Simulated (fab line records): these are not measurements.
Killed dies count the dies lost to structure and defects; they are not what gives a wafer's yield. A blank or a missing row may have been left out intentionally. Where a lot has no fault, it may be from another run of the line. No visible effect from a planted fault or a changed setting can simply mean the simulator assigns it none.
fab line records ; flow n5Finfet
[record] lots = 24; wafers = 72; lastDay = 18
route steps=1938 shown BEOL_M2@876 BEOL_M3@945
lots untouched by any fault: they come from a run of this same line in which no faults occurred
startH: hours from the record's opening day to when the first of the lot's shown wafers began ; waitH: hours since the lot's step before ; " same as the row above ; L1.1+2: one row covering several wafers at once ; - no value, or no start was given ; * or withheld: withheld ; < > ~ a bound
route shown NAME@n: NAME is a module with steps in the file, n the number in the route of the first one ; usual: mean/standard deviation of fault-free wafers ; same: alike in all rows ; chamber/n: place in a boat ; sites: readings site by site ; _std_site: the standard deviation of these ; _edge_site: inner sites' mean taken away from outer sites' mean ; radiusMm: how far each site lies from the wafer's centre ; mask NAME#n: copy n ; behind: the tool/chamber that last shaped the wafer ; hold: what put the lot on hold/how long, in hours/how the hold closed ; device: whichever transistor did not switch (one of n, p or np) ; end of line: the tests these same wafers got at the end of their route ; a step with no rows: only its recipe ; killed: count of dies lost to structure and defects at first sort (not the wafer's yield) ; map: a wafer's dies, marking killed ones x, the rest . and places with no die _
set.NAME: the setting as run; set.NAME@STEP: as run at that earlier step ; model.NAME: the simulator's own value behind a step, which no gauge read
route steps across a sampled set of lots; one table per step, one row per wafer
services: from which hour (startH, from the record's first day; less than 0 if before it) a tool's chamber was out of use, for how many hours, and why
[[steps]]
[step N5_BEOL_M2_CD_MEAS_28]
[recipe] targetCdNm = 26.2; landingEnergyEv = 500; detector = seInlens; targetCdYNm = 24.1; polarity = opening
[usual] cdNm = 26.28/0.27
lot.wafer;tool;chamber;startH;waitH;cdNm
L074.1;cdSem-03;0;138.06;-;25.74
L074.4;cdSem-03;0;138.06;-;26.00
L074.6;cdSem-03;0;138.06;-;25.90
L075.3;cdSem-03;0;142.02;-;26.00
L075.4;cdSem-03;0;142.02;-;26.22
L075.5;cdSem-03;0;142.02;-;26.28
L076.3;cdSem-02;0;144.51;-;25.92
L076.4;cdSem-02;0;144.51;-;26.20
L076.6;cdSem-02;0;144.51;-;26.28
L077.3;cdSem-03;0;150.41;-;26.73
L077.4;cdSem-03;0;150.41;-;26.70
L077.6;cdSem-03;0;150.41;-;26.26
L078.2;cdSem-02;0;157.54;-;26.21
L078.4;cdSem-02;0;157.54;-;26.04
L078.6;cdSem-02;0;157.54;-;26.20
L079.1;cdSem-01;0;160.73;-;26.33
L079.2;cdSem-01;0;160.73;-;26.19
L079.4;cdSem-01;0;160.73;-;26.58
L080.1;cdSem-01;0;169.19;-;26.27
L080.3;cdSem-01;0;169.19;-;26.48
L080.6;cdSem-01;0;169.19;-;26.14
L081.2;cdSem-03;0;177.13;-;26.46
L081.4;cdSem-03;0;177.13;-;26.18
L081.6;cdSem-03;0;177.13;-;26.27
L083.1;cdSem-02;0;186.74;-;26.18
L083.4;cdSem-02;0;186.74;-;26.17
L083.5;cdSem-02;0;186.74;-;26.25
L082.1;cdSem-01;0;192.26;-;25.97
L082.2;cdSem-01;0;192.26;-;25.57
L082.6;cdSem-01;0;192.26;-;25.95
L084.3;cdSem-02;0;192.37;-;26.65
L084.5;cdSem-02;0;192.37;-;25.90
L084.6;cdSem-02;0;192.37;-;26.17
L085.2;cdSem-02;0;196.44;-;26.22
L085.4;cdSem-02;0;196.44;-;26.48
L085.5;cdSem-02;0;196.44;-;26.68
L086.1;cdSem-03;0;205.48;-;26.76
L086.3;cdSem-03;0;205.48;-;26.36
L086.5;cdSem-03;0;205.48;-;26.61
L087.3;cdSem-02;0;215.70;-;26.47
L087.4;cdSem-02;0;215.70;-;26.41
L087.6;cdSem-02;0;215.70;-;26.03
L089.4;cdSem-02;0;225.03;-;26.70
L089.5;cdSem-02;0;225.03;-;26.37
L089.6;cdSem-02;0;225.03;-;26.44
L090.1;cdSem-02;0;240.05;-;26.45
L090.3;cdSem-02;0;240.05;-;26.34
L090.5;cdSem-02;0;240.05;-;26.54
L088.2;cdSem-02;0;242.83;-;26.08
L088.5;cdSem-02;0;242.83;-;26.42
L088.6;cdSem-02;0;242.83;-;26.39
L091.1;cdSem-03;0;244.12;-;26.60
L091.2;cdSem-03;0;244.12;-;26.66
L091.3;cdSem-03;0;244.12;-;25.92
L093.2;cdSem-02;0;248.02;-;26.44
L093.5;cdSem-02;0;248.02;-;26.17
L093.6;cdSem-02;0;248.02;-;26.18
L094.1;cdSem-03;0;255.62;-;26.17
L094.4;cdSem-03;0;255.62;-;26.44
L094.6;cdSem-03;0;255.62;-;26.56
L092.3;cdSem-02;0;255.68;-;26.09
L092.5;cdSem-02;0;255.68;-;25.63
L092.6;cdSem-02;0;255.68;-;26.23
L096.2;cdSem-03;0;259.59;-;26.06
L096.4;cdSem-03;0;259.59;-;26.12
L096.6;cdSem-03;0;259.59;-;26.03
L095.1;cdSem-02;0;261.58;-;26.37
L095.3;cdSem-02;0;261.58;-;25.68
L095.4;cdSem-02;0;261.58;-;26.54
L097.1;cdSem-03;0;267.51;-;26.06
L097.5;cdSem-03;0;267.51;-;26.56
L097.6;cdSem-03;0;267.51;-;26.45
[step N5_BEOL_M2_DEGAS_44]
[recipe] ambient = vacuum; tempC = 250; timeS = 60
[usual] heaterPowerW = 337/31
lot.wafer;tool;chamber;startH;waitH;heaterPowerW
L074.1;pvdSputter-03;-;140.51;1.2;332
L074.4;pvdSputter-03;-;140.51;1.2;286
L074.6;pvdSputter-03;-;140.51;1.2;289
L075.3;pvdSputter-01;-;145.31;0.5;367
L075.4;pvdSputter-01;-;145.31;0.5;385
L075.5;pvdSputter-01;-;145.31;0.5;356
L076.3;pvdSputter-01;-;145.69;0.2;364
L076.4;pvdSputter-01;-;145.69;0.2;392
L076.6;pvdSputter-01;-;145.69;0.2;364
L077.3;pvdSputter-01;-;160.84;0.5;358
L077.4;pvdSputter-01;-;160.84;0.5;389
L077.6;pvdSputter-01;-;160.84;0.5;299
L078.2;pvdSputter-01;-;161.10;0.4;391
L078.4;pvdSputter-01;-;161.10;0.4;367
L078.6;pvdSputter-01;-;161.10;0.4;356
L079.1;pvdSputter-02;-;165.09;0.2;342
L079.2;pvdSputter-02;-;165.09;0.2;341
L079.4;pvdSputter-02;-;165.09;0.2;323
L080.1;pvdSputter-01;-;171.60;0.5;304
L080.3;pvdSputter-01;-;171.60;0.5;380
L080.6;pvdSputter-01;-;171.60;0.5;294
L083.1;pvdSputter-03;-;191.64;0.6;330
L083.4;pvdSputter-03;-;191.64;0.6;366
L083.5;pvdSputter-03;-;191.64;0.6;338
L081.2;pvdSputter-03;-;191.72;0.2;342
L081.4;pvdSputter-03;-;191.72;0.2;340
L081.6;pvdSputter-03;-;191.72;0.2;349
L082.1;pvdSputter-03;-;197.10;0.3;335
L082.2;pvdSputter-03;-;197.10;0.3;347
L082.6;pvdSputter-03;-;197.10;0.3;292
L085.2;pvdSputter-03;-;199.85;2.2;280
L085.4;pvdSputter-03;-;199.85;2.2;363
L085.5;pvdSputter-03;-;199.85;2.2;290
L084.3;pvdSputter-01;-;205.19;0.1;357
L084.5;pvdSputter-01;-;205.19;0.1;362
L084.6;pvdSputter-01;-;205.19;0.1;297
L086.1;pvdSputter-01;-;208.51;0.1;296
L086.3;pvdSputter-01;-;208.51;0.1;297
L086.5;pvdSputter-01;-;208.51;0.1;302
L087.3;pvdSputter-02;-;225.43;0.0;329
L087.4;pvdSputter-02;-;225.43;0.0;345
L087.6;pvdSputter-02;-;225.43;0.0;348
L089.4;pvdSputter-02;-;244.47;0.0;361
L089.5;pvdSputter-02;-;244.47;0.0;329
L089.6;pvdSputter-02;-;244.47;0.0;341
L090.1;pvdSputter-02;-;257.78;0.3;330
L090.3;pvdSputter-02;-;257.78;0.3;361
L090.5;pvdSputter-02;-;257.78;0.3;335
L088.2;pvdSputter-01;-;261.06;0.7;300
L088.5;pvdSputter-01;-;261.06;0.7;299
L088.6;pvdSputter-01;-;261.06;0.7;362
L091.1;pvdSputter-01;-;267.36;0.2;364
L091.2;pvdSputter-01;-;267.36;0.2;301
L091.3;pvdSputter-01;-;267.36;0.2;395
L093.2;pvdSputter-03;-;267.45;0.1;332
L093.5;pvdSputter-03;-;267.45;0.1;335
L093.6;pvdSputter-03;-;267.45;0.1;338
L094.1;pvdSputter-03;-;267.53;0.0;294
L094.4;pvdSputter-03;-;267.53;0.0;347
L094.6;pvdSputter-03;-;267.53;0.0;332
L096.2;pvdSputter-02;-;275.84;0.2;344
L096.4;pvdSputter-02;-;275.84;0.2;339
L096.6;pvdSputter-02;-;275.84;0.2;331
L092.3;pvdSputter-01;-;279.27;0.3;361
L092.5;pvdSputter-01;-;279.27;0.3;365
L092.6;pvdSputter-01;-;279.27;0.3;301
L095.1;pvdSputter-02;-;282.32;0.3;337
L095.3;pvdSputter-02;-;282.32;0.3;351
L095.4;pvdSputter-02;-;282.32;0.3;368
L097.1;pvdSputter-02;-;295.55;0.1;335
L097.5;pvdSputter-02;-;295.55;0.1;339
L097.6;pvdSputter-02;-;295.55;0.1;330
[step N5_BEOL_M2_ANNEAL_91]
[recipe] tempC = 400; timeS = 240; ambient = vacuum
[usual] heaterPowerW = 844/79
lot.wafer;tool;chamber;startH;waitH;heaterPowerW
L074.1;pvdSputter-03;-;142.27;0.0;849
L074.4;pvdSputter-03;-;142.27;0.0;907
L074.6;pvdSputter-03;-;142.27;0.0;846
L075.3;pvdSputter-01;-;147.19;0.0;766
L075.4;pvdSputter-01;-;147.19;0.0;991
L075.5;pvdSputter-01;-;147.19;0.0;968
L076.3;pvdSputter-01;-;149.03;0.0;734
L076.4;pvdSputter-01;-;149.03;0.0;1009
L076.6;pvdSputter-01;-;149.03;0.0;743
L077.3;pvdSputter-03;-;162.61;0.0;734
L077.4;pvdSputter-03;-;162.61;0.0;731
L077.6;pvdSputter-03;-;162.61;0.0;848
L078.2;pvdSputter-01;-;163.00;0.0;732
L078.4;pvdSputter-01;-;163.00;0.0;993
L078.6;pvdSputter-01;-;163.00;0.0;980
L079.1;pvdSputter-01;-;166.96;0.0;739
L079.2;pvdSputter-01;-;166.96;0.0;928
L079.4;pvdSputter-01;-;166.96;0.0;737
L080.1;pvdSputter-02;-;175.04;0.0;890
L080.3;pvdSputter-02;-;175.04;0.0;810
L080.6;pvdSputter-02;-;175.04;0.0;857
L083.1;pvdSputter-03;-;193.58;0.0;848
L083.4;pvdSputter-03;-;193.58;0.0;878
L083.5;pvdSputter-03;-;193.58;0.0;900
L081.2;pvdSputter-02;-;194.26;0.0;837
L081.4;pvdSputter-02;-;194.26;0.0;837
L081.6;pvdSputter-02;-;194.26;0.0;860
L082.1;pvdSputter-01;-;200.65;0.0;758
L082.2;pvdSputter-01;-;200.65;0.0;888
L082.6;pvdSputter-01;-;200.65;0.0;981
L085.2;pvdSputter-01;-;203.01;0.0;915
L085.4;pvdSputter-01;-;203.01;0.0;730
L085.5;pvdSputter-01;-;203.01;0.0;729
L084.3;pvdSputter-02;-;207.15;0.0;814
L084.5;pvdSputter-02;-;207.15;0.0;804
L084.6;pvdSputter-02;-;207.15;0.0;898
L086.1;pvdSputter-01;-;210.24;0.0;926
L086.3;pvdSputter-01;-;210.24;0.0;745
L086.5;pvdSputter-01;-;210.24;0.0;745
L087.3;pvdSputter-03;-;227.16;0.0;823
L087.4;pvdSputter-03;-;227.16;0.0;855
L087.6;pvdSputter-03;-;227.16;0.0;829
L089.4;pvdSputter-02;-;246.34;0.0;826
L089.5;pvdSputter-02;-;246.34;0.0;840
L089.6;pvdSputter-02;-;246.34;0.0;854
L090.1;pvdSputter-03;-;260.28;0.0;730
L090.3;pvdSputter-03;-;260.28;0.0;822
L090.5;pvdSputter-03;-;260.28;0.0;726
L088.2;pvdSputter-01;-;264.46;0.0;977
L088.5;pvdSputter-01;-;264.46;0.0;1003
L088.6;pvdSputter-01;-;264.46;0.0;915
L091.1;pvdSputter-02;-;269.22;0.0;897
L091.2;pvdSputter-02;-;269.22;0.0;820
L091.3;pvdSputter-02;-;269.22;0.0;871
L094.1;pvdSputter-03;-;269.36;0.0;838
L094.4;pvdSputter-03;-;269.36;0.0;890
L094.6;pvdSputter-03;-;269.36;0.0;841
L093.2;pvdSputter-01;-;269.42;0.0;977
L093.5;pvdSputter-01;-;269.42;0.0;900
L093.6;pvdSputter-01;-;269.42;0.0;735
L096.2;pvdSputter-03;-;277.68;0.0;833
L096.4;pvdSputter-03;-;277.68;0.0;841
L096.6;pvdSputter-03;-;277.68;0.0;711
L092.3;pvdSputter-02;-;281.16;0.0;824
L092.5;pvdSputter-02;-;281.16;0.0;871
L092.6;pvdSputter-02;-;281.16;0.0;895
L095.1;pvdSputter-02;-;284.27;0.0;837
L095.3;pvdSputter-02;-;284.27;0.0;900
L095.4;pvdSputter-02;-;284.27;0.0;824
L097.1;pvdSputter-03;-;297.62;0.0;729
L097.5;pvdSputter-03;-;297.62;0.0;886
L097.6;pvdSputter-03;-;297.62;0.0;728
[step N5_BEOL_M2_PRE_CLEAN_60]
[recipe] gas = NH3/H2; timeS = 15; tempC = *; rfPowerW = 300
[usual] heaterPowerW = 84/7.1
lot.wafer;tool;chamber;startH;waitH;heaterPowerW
L074.1;cvdCo-02;0;143.68;0.0;77
L074.4;cvdCo-02;2;143.68;0.0;71
L074.6;cvdCo-02;1;143.68;0.0;78
L075.3;cvdCo-01;0;148.66;0.0;92
L075.4;cvdCo-01;2;148.66;0.0;80
L075.5;cvdCo-01;1;148.66;0.0;88
L076.3;cvdCo-02;1;150.43;0.0;80
L076.4;cvdCo-02;2;150.43;0.0;74
L076.6;cvdCo-02;0;150.43;0.0;78
L077.3;cvdCo-02;1;164.02;0.0;81
L077.4;cvdCo-02;0;164.02;0.0;78
L077.6;cvdCo-02;1;164.02;0.0;82
L078.2;cvdCo-01;0;164.42;0.0;95
L078.4;cvdCo-01;2;164.42;0.0;80
L078.6;cvdCo-01;1;164.42;0.0;87
L079.1;cvdCo-01;2;168.57;0.1;80
L079.2;cvdCo-01;1;168.57;0.1;87
L079.4;cvdCo-01;1;168.57;0.1;89
L080.1;cvdCo-01;2;176.71;0.0;80
L080.3;cvdCo-01;0;176.71;0.0;94
L080.6;cvdCo-01;2;176.71;0.0;80
L083.1;cvdCo-01;1;194.99;0.0;88
L083.4;cvdCo-01;0;194.99;0.0;94
L083.5;cvdCo-01;1;194.99;0.0;89
L081.2;cvdCo-02;0;195.66;0.0;79
L081.4;cvdCo-02;2;195.66;0.0;72
L081.6;cvdCo-02;0;195.66;0.0;79
L082.1;cvdCo-01;1;202.06;0.0;87
L082.2;cvdCo-01;2;202.06;0.0;79
L082.6;cvdCo-01;1;202.06;0.0;87
L085.2;cvdCo-02;1;204.42;0.0;81
L085.4;cvdCo-02;0;204.42;0.0;78
L085.5;cvdCo-02;1;204.42;0.0;80
L084.3;cvdCo-01;0;208.56;0.0;96
L084.5;cvdCo-01;2;208.56;0.0;81
L084.6;cvdCo-01;0;208.56;0.0;93
L086.1;cvdCo-01;1;211.66;0.0;89
L086.3;cvdCo-01;2;211.66;0.0;80
L086.5;cvdCo-01;2;211.66;0.0;80
L087.3;cvdCo-02;2;228.69;0.0;74
L087.4;cvdCo-02;2;228.69;0.0;73
L087.6;cvdCo-02;0;228.69;0.0;78
L089.4;cvdCo-01;1;247.77;0.1;90
L089.5;cvdCo-01;0;247.77;0.1;94
L089.6;cvdCo-01;2;247.77;0.1;82
L090.1;cvdCo-01;1;261.69;0.0;88
L090.3;cvdCo-01;0;261.69;0.0;96
L090.5;cvdCo-01;0;261.69;0.0;96
L088.2;cvdCo-01;0;265.86;0.0;94
L088.5;cvdCo-01;1;265.86;0.0;89
L088.6;cvdCo-01;0;265.86;0.0;94
L091.1;cvdCo-01;1;270.62;0.0;87
L091.2;cvdCo-01;0;270.62;0.0;95
L091.3;cvdCo-01;2;270.62;0.0;80
L094.1;cvdCo-02;2;270.76;0.0;73
L094.4;cvdCo-02;2;270.76;0.0;74
L094.6;cvdCo-02;0;270.76;0.0;78
L093.2;cvdCo-01;0;270.91;0.0;97
L093.5;cvdCo-01;2;270.91;0.0;81
L093.6;cvdCo-01;1;270.91;0.0;88
L096.2;cvdCo-01;2;279.09;0.0;80
L096.4;cvdCo-01;2;279.09;0.0;83
L096.6;cvdCo-01;1;279.09;0.0;87
L092.3;cvdCo-01;1;282.60;0.0;88
L092.5;cvdCo-01;2;282.60;0.0;80
L092.6;cvdCo-01;1;282.60;0.0;89
L095.1;cvdCo-01;2;285.76;0.0;82
L095.3;cvdCo-01;0;285.76;0.0;96
L095.4;cvdCo-01;0;285.76;0.0;95
L097.1;cvdCo-02;0;299.03;0.0;77
L097.5;cvdCo-02;0;299.03;0.0;81
L097.6;cvdCo-02;2;299.03;0.0;73
[step N5_BEOL_M3_OVL_MEAS_12]
[recipe] pointsPerWafer = 522
[usual] M3_OVL = 0.3/0.76
lot.wafer;tool;chamber;startH;waitH;M3_OVL[nm]
L074.1;overlay-01;0;145.25;0.0;0.7
L074.4;overlay-01;0;145.25;0.0;-0.6
L074.6;overlay-01;0;145.25;0.0;-0.2
L075.3;overlay-02;0;150.66;0.0;0.2
L075.4;overlay-02;0;150.66;0.0;1.2
L075.5;overlay-02;0;150.66;0.0;-0.1
L076.3;overlay-02;0;151.74;0.0;1.0
L076.4;overlay-02;0;151.74;0.0;0.4
L076.6;overlay-02;0;151.74;0.0;-0.4
L077.3;overlay-02;0;165.27;0.0;0.7
L077.4;overlay-02;0;165.27;0.0;0.4
L077.6;overlay-02;0;165.27;0.0;0.5
L078.2;overlay-02;0;165.64;0.0;1.0
L078.4;overlay-02;0;165.64;0.0;0.9
L078.6;overlay-02;0;165.64;0.0;0.5
L079.1;overlay-02;0;171.28;0.0;0.4
L079.2;overlay-02;0;171.28;0.0;1.1
L079.4;overlay-02;0;171.28;0.0;1.3
L080.1;overlay-02;0;180.37;0.0;-1.6
L080.3;overlay-02;0;180.37;0.0;-1.1
L080.6;overlay-02;0;180.37;0.0;-1.1
L083.1;overlay-01;0;196.62;0.0;0.2
L083.4;overlay-01;0;196.62;0.0;0.9
L083.5;overlay-01;0;196.62;0.0;-0.2
L081.2;overlay-01;0;197.19;0.0;-0.6
L081.4;overlay-01;0;197.19;0.0;-0.9
L081.6;overlay-01;0;197.19;0.0;-0.5
L082.1;overlay-02;0;205.29;0.0;-0.7
L082.2;overlay-02;0;205.29;0.0;-0.3
L082.6;overlay-02;0;205.29;0.0;-0.5
L085.2;overlay-02;0;205.56;0.0;-1.5
L085.4;overlay-02;0;205.56;0.0;-0.3
L085.5;overlay-02;0;205.56;0.0;-1.1
L084.3;overlay-01;0;209.47;0.0;0.9
L084.5;overlay-01;0;209.47;0.0;1.0
L084.6;overlay-01;0;209.47;0.0;1.0
L086.1;overlay-01;0;214.57;0.0;0.4
L086.3;overlay-01;0;214.57;0.0;0.7
L086.5;overlay-01;0;214.57;0.0;1.1
L087.3;overlay-02;0;229.64;0.0;1.3
L087.4;overlay-02;0;229.64;0.0;1.2
L087.6;overlay-02;0;229.64;0.0;0.7
L089.4;overlay-02;0;249.94;0.0;-0.2
L089.5;overlay-02;0;249.94;0.0;-0.1
L089.6;overlay-02;0;249.94;0.0;0.1
L090.1;overlay-01;0;265.88;0.0;0.0
L090.3;overlay-01;0;265.88;0.0;-0.3
L090.5;overlay-01;0;265.88;0.0;-0.4
L088.2;overlay-02;0;267.24;0.0;1.1
L088.5;overlay-02;0;267.24;0.0;1.4
L088.6;overlay-02;0;267.24;0.0;0.3
L091.1;overlay-02;0;273.86;0.0;0.7
L091.2;overlay-02;0;273.86;0.0;-0.2
L091.3;overlay-02;0;273.86;0.0;-1.2
L094.1;overlay-02;0;273.97;0.0;0.6
L094.4;overlay-02;0;273.97;0.0;0.7
L094.6;overlay-02;0;273.97;0.0;0.5
L093.2;overlay-01;0;274.15;0.0;0.5
L093.5;overlay-01;0;274.15;0.0;0.4
L093.6;overlay-01;0;274.15;0.0;0.3
L096.2;overlay-01;0;280.23;0.0;0.7
L096.4;overlay-01;0;280.23;0.0;0.9
L096.6;overlay-01;0;280.23;0.0;0.3
L092.3;overlay-02;0;284.82;0.0;1.7
L092.5;overlay-02;0;284.82;0.0;1.5
L092.6;overlay-02;0;284.82;0.0;1.9
L095.1;overlay-02;0;287.88;0.0;0.2
L095.3;overlay-02;0;287.88;0.0;0.8
L095.4;overlay-02;0;287.88;0.0;0.3
L097.1;overlay-02;0;299.93;0.0;-0.3
L097.5;overlay-02;0;299.93;0.0;0.9
L097.6;overlay-02;0;299.93;0.0;0.8
[step N5_BEOL_M3_ETCH_64]
[recipe] chemistry = N2/H2; target = SOC; targetDepthA = 750; overetchA = 150; maskMaterial = SiARC; tempC = 40; timeS = 112.5; ionEnergyEv = 200; pressureMtorr = 30; sourceW = 840; biasW = 150; n2FlowSccm = 200; h2FlowSccm = 200
[usual] biasW = 150.0/0.41; drypumpMotorCurrentA = 5.9/0.7; h2FlowSccm = 200.1/0.57; oesProductAu = 0.61/0.047; rfVppV = 523.2/2; showerheadPlenumPTorr = 2.52/0.072; throttleValvePct = 17.71/0.22
lot.wafer;tool;chamber;startH;waitH;biasW;drypumpMotorCurrentA;h2FlowSccm;oesProductAu;rfHoursCounterH;rfVppV;showerheadPlenumPTorr;throttleValvePct
L074.1;rieDiel-03;1;145.62;0.0;149.8;5.3;199.8;0.68;35;525.9;2.58;17.21
L074.4;rieDiel-03;0;145.62;0.0;149.6;6.4;199.8;0.65;81;526.3;2.57;17.66
L074.6;rieDiel-03;0;145.62;0.0;149.9;6.4;199.8;0.65;-;524.1;2.57;17.64
L075.3;rieDiel-03;3;150.82;0.0;150.7;6.4;200.0;0.58;196;524.3;2.53;17.96
L075.4;rieDiel-03;1;150.82;0.0;148.9;5.4;200.3;0.68;36;525.2;2.58;17.22
L075.5;rieDiel-03;3;150.82;0.0;150.7;6.4;200.2;0.58;-;522.5;2.53;17.95
L076.3;rieDiel-01;3;151.90;0.0;150.2;6.4;200.7;0.70;35;521.7;2.49;17.69
L076.4;rieDiel-01;0;151.90;0.0;150.4;5.6;199.5;0.64;114;524.0;2.56;17.76
L076.6;rieDiel-01;1;151.90;0.0;150.1;4.9;200.9;0.57;-;519.6;2.41;17.85
L077.3;rieDiel-01;2;165.67;0.0;150.4;5.2;200.7;0.58;155;522.9;2.54;17.54
L077.4;rieDiel-01;1;165.67;0.0;149.9;4.9;200.7;0.57;193;520.5;2.41;17.85
L077.6;rieDiel-01;3;165.67;0.0;149.9;6.4;199.1;0.70;-;522.4;2.49;17.71
L078.2;rieDiel-04;2;165.91;0.0;149.5;6.5;199.9;0.73;10;523.3;2.48;17.31
L078.4;rieDiel-04;3;165.91;0.0;149.9;6.8;201.0;0.66;-;521.8;2.48;17.75
L078.6;rieDiel-04;2;165.91;0.0;149.9;6.5;200.6;0.73;-;522.7;2.48;17.30
L079.1;rieDiel-01;0;171.45;0.0;150.6;5.6;199.9;0.63;120;524.4;2.56;17.77
L079.2;rieDiel-01;1;171.45;0.0;150.0;4.9;199.3;0.56;194;519.0;2.41;17.88
L079.4;rieDiel-01;2;171.45;0.0;150.1;5.2;200.1;0.58;157;523.9;2.54;17.55
L080.1;rieDiel-01;0;180.54;0.0;149.9;5.6;200.5;0.63;123;524.2;2.56;17.78
L080.3;rieDiel-01;2;180.54;0.0;150.3;5.2;199.8;0.57;160;524.1;2.54;17.55
L080.6;rieDiel-01;2;180.54;0.0;150.4;5.2;200.1;0.58;-;523.8;2.54;17.56
L083.1;rieDiel-03;0;197.09;0.0;149.9;6.4;200.3;0.63;94;525.0;2.56;17.68
L083.4;rieDiel-03;1;197.09;0.0;149.2;5.4;200.0;0.67;49;526.0;2.58;17.23
L083.5;rieDiel-03;1;197.09;0.0;149.4;5.3;199.5;0.67;-;524.4;2.58;17.22
L081.2;rieDiel-03;2;197.36;0.0;150.2;6.7;199.6;0.60;178;522.5;2.42;17.90
L081.4;rieDiel-03;3;197.36;0.0;150.0;6.5;200.3;0.57;208;522.4;2.53;17.98
L081.6;rieDiel-03;1;197.36;0.0;149.8;5.3;199.5;0.67;-;526.5;2.58;17.23
L082.1;rieDiel-04;0;206.07;0.0;149.8;5.4;200.4;0.57;196;527.3;2.64;17.78
L082.2;rieDiel-04;2;206.07;0.0;150.0;6.5;200.1;0.69;23;523.2;2.48;17.32
L082.6;rieDiel-04;2;206.07;0.0;149.8;6.5;200.5;0.70;-;524.3;2.48;17.31
L085.2;rieDiel-04;2;206.36;0.0;149.6;6.5;200.1;0.71;23;522.7;2.48;17.32
L085.4;rieDiel-04;3;206.36;0.0;149.8;6.8;199.5;0.66;69;521.9;2.47;17.74
L085.5;rieDiel-04;0;206.36;0.0;150.1;5.4;199.2;0.57;-;526.7;2.64;17.78
L084.3;rieDiel-01;1;209.63;0.0;149.4;4.9;201.0;0.56;205;519.7;2.40;17.88
L084.5;rieDiel-01;0;209.63;0.0;150.7;5.6;200.6;0.62;-;524.8;2.55;17.79
L084.6;rieDiel-01;1;209.63;0.0;149.9;4.9;199.9;0.57;-;521.5;2.40;17.90
L086.1;rieDiel-04;0;215.10;0.0;149.5;5.4;199.5;0.57;199;525.8;2.64;17.79
L086.3;rieDiel-04;3;215.10;0.0;150.1;6.7;200.9;0.65;72;521.6;2.47;17.76
L086.5;rieDiel-04;1;215.10;0.0;149.5;4.7;199.4;0.58;-;526.9;2.66;17.81
L087.3;rieDiel-01;2;229.80;0.0;150.4;5.2;200.8;0.56;177;523.7;2.53;17.56
L087.4;rieDiel-01;0;229.80;0.0;150.0;5.6;199.1;0.62;134;524.0;2.55;17.81
L087.6;rieDiel-01;3;229.80;0.0;149.6;6.4;200.4;0.68;-;521.8;2.48;17.72
L089.4;rieDiel-03;2;250.09;0.0;149.6;6.7;201.0;0.59;192;519.1;2.41;17.93
L089.5;rieDiel-03;1;250.09;0.0;149.6;5.3;200.4;0.65;-;523.8;2.57;17.26
L089.6;rieDiel-03;2;250.09;0.0;149.6;6.6;200.6;0.59;-;520.1;2.41;17.91
L090.1;rieDiel-04;2;266.05;0.0;149.6;6.5;200.3;0.67;41;523.3;2.47;17.35
L090.3;rieDiel-04;3;266.05;0.0;150.2;6.8;199.9;0.63;86;522.6;2.46;17.77
L090.5;rieDiel-04;2;266.05;0.0;149.4;6.5;200.7;0.67;-;523.4;2.47;17.37
L088.2;rieDiel-01;2;267.41;0.0;150.2;5.2;199.9;0.56;188;522.3;2.53;17.59
L088.5;rieDiel-01;2;267.41;0.0;150.8;5.2;200.2;0.56;-;523.7;2.53;17.61
L088.6;rieDiel-01;3;267.41;0.0;149.8;6.4;199.3;0.67;-;520.3;2.48;17.74
L091.1;rieDiel-03;0;274.04;0.0;149.7;6.4;200.7;0.63;114;524.9;2.55;17.70
L091.2;rieDiel-03;1;274.04;0.0;150.3;5.3;201.3;0.64;70;525.6;2.57;17.25
L091.3;rieDiel-03;3;274.04;0.0;150.2;6.4;201.5;0.56;225;523.6;2.52;18.00
L094.1;rieDiel-01;2;274.20;0.0;150.3;5.2;200.1;0.56;190;523.0;2.53;17.60
L094.4;rieDiel-01;1;274.20;0.0;150.3;4.9;199.7;0.54;224;520.2;2.40;17.94
L094.6;rieDiel-01;2;274.20;0.0;150.1;5.2;200.1;0.56;-;524.3;2.53;17.59
L093.2;rieDiel-03;2;274.32;0.0;151.0;6.6;201.5;0.59;200;520.5;2.41;17.94
L093.5;rieDiel-03;0;274.32;0.0;149.7;6.4;199.4;0.62;-;523.1;2.56;17.71
L093.6;rieDiel-03;3;274.32;0.0;149.3;6.5;200.7;0.56;-;522.7;2.52;18.00
L096.2;rieDiel-03;1;280.40;0.0;150.9;5.3;200.6;0.64;72;525.0;2.57;17.26
L096.4;rieDiel-03;0;280.40;0.0;150.1;6.4;200.3;0.62;116;526.6;2.55;17.70
L096.6;rieDiel-03;0;280.40;0.0;149.9;6.4;200.0;0.62;-;524.3;2.55;17.71
L092.3;rieDiel-04;2;284.98;0.0;150.3;6.5;199.6;0.66;46;523.2;2.47;17.36
L092.5;rieDiel-04;3;284.98;0.0;149.9;6.7;200.2;0.63;-;521.9;2.46;17.79
L092.6;rieDiel-04;2;284.98;0.0;150.0;6.5;199.1;0.67;-;522.0;2.47;17.36
L095.1;rieDiel-03;0;288.06;0.0;149.9;6.4;200.1;0.62;118;525.4;2.55;17.71
L095.3;rieDiel-03;2;288.06;0.0;151.1;6.6;200.3;0.59;203;521.6;2.41;17.96
L095.4;rieDiel-03;3;288.06;0.0;150.3;6.5;200.7;0.56;229;521.4;2.52;18.00
L097.1;rieDiel-03;2;300.10;0.0;150.7;6.6;200.0;0.58;207;519.5;2.41;17.96
L097.5;rieDiel-03;0;300.10;0.0;149.9;6.4;199.8;0.62;-;524.5;2.55;17.70
L097.6;rieDiel-03;2;300.10;0.0;149.9;6.6;199.4;0.58;-;520.2;2.41;17.96
[[services]]
tool;chamber;startH;hours;kind
rieDiel-04;2;118.16;-;clean
rieDiel-04;2;118.16;-;consumableReplace:focusRing
rieDiel-04;2;118.16;20.2;scheduledDown
rieDiel-04;2;118.16;20.2;ventCycle
cvdCo-01;-;131.30;3.8;pm
rieDiel-01;1;136.98;6.2;repair
cvdCo-02;-;151.32;1.5;repair
rieDiel-04;3;157.82;7.7;repair
rieDiel-01;3;159.74;5.1;repair
rieDiel-04;0;164.51;10.8;repair
cvdCo-02;-;167.38;4.1;repair
cvdCo-02;2;174.06;10.5;repair
rieDiel-01;0;192.03;15.2;repair
pvdSputter-02;-;197.53;7.5;repair
rieDiel-01;3;199.51;13.7;repair
rieDiel-01;1;203.97;4.9;repair
cvdCo-01;2;232.36;3.2;repair
rieDiel-01;3;233.71;4.6;repair
rieDiel-03;-;247.81;0.9;repair
cvdCo-02;-;262.33;0.7;repair
cvdCo-02;-;283.54;14.6;pm
rieDiel-03;1;292.57;11.4;repair
[[key]]
fault none
